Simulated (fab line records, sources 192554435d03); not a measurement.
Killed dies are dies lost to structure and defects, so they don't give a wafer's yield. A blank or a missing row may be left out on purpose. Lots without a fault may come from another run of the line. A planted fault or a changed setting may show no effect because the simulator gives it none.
Chamber matching | flow n5_finfet | N5_MIM_TOP_ALD_00 on ald_hk-01: 4 sister chambers
The step deposits Al2O3, purge time 3 s, co reactant pulse time 3 s. 20 wafers are shown with their chamber, then 10 later ones without.

WAFERS WITH THEIR CHAMBER
wafer  | chamber | precursor_pulse_height_rel
L077.3 | 2       | 0.989
L077.4 | 3       | 1.003
L077.6 | 1       | 1.006
L081.3 | 0       | 1.008
L081.5 | 1       | 1.024
L081.6 | 2       | 1.000
L083.1 | 0       | 1.012
L083.2 | 3       | 1.038
L083.6 | 2       | 0.975
L082.2 | 2       | 1.014
L082.4 | 0       | 0.993
L082.6 | 1       | 1.021
L088.1 | 2       | 1.043
L088.2 | 0       | 1.028
L088.3 | 1       | 0.997
L088.4 | 3       | 0.993
L088.5 | 0       | 0.993
L088.6 | 1       | 1.010
L094.1 | 2       | 1.007
L094.5 | 3       | 1.009

SIGNATURES (means of the wafers above)
reading                    | chamber 0 | chamber 1 | chamber 2 | chamber 3 | scatter within a chamber
precursor_pulse_height_rel | 1.00680   | 1.01160   | 1.00467   | 1.01075   | 0.018
Rule: a wafer's distance from a chamber is the root of the sum, over the readings, of the square of ((its reading less the chamber's mean) divided by the reading's scatter). The wafer belongs to the nearest chamber; if the next one is less than 2 further off, it can't be placed. The scatter: the root of (the sum of the squares of (reading less its chamber's mean) over the shown wafers, divided by (wafers less chambers)).

WAFERS WITHOUT THEIR CHAMBER
wafer  | precursor_pulse_height_rel
L094.6 | 1.018
L097.3 | 0.993
L097.5 | 1.007
L097.6 | 0.989
L096.3 | 0.982
L096.4 | 0.970
L096.5 | 0.998
L095.1 | 1.010
L095.5 | 1.005
L095.6 | 0.968

WHICH CHAMBER EACH WENT THROUGH
wafer  | from the rows above               | in truth
L094.6 | can't be placed: 1 or 3 or 0 or 2 | 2
L097.3 | can't be placed: 2 or 0 or 3 or 1 | 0
L097.5 | can't be placed: 0 or 2 or 3 or 1 | 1
L097.6 | can't be placed: 2 or 0 or 3 or 1 | 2
L096.3 | can't be placed: 2 or 0 or 3 or 1 | 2
L096.4 | can't be placed: 2 or 0 or 3 or 1 | 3
L096.5 | can't be placed: 2 or 0 or 3 or 1 | 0
L095.1 | can't be placed: 3 or 1 or 0 or 2 | 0
L095.5 | can't be placed: 2 or 0 or 3 or 1 | 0
L095.6 | can't be placed: 2 or 0 or 3 or 1 | 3
Placed correctly: 0 of 10. Can't be placed from these rows: 10 (the true chamber is among the candidates in 10). Placed wrongly: 0.
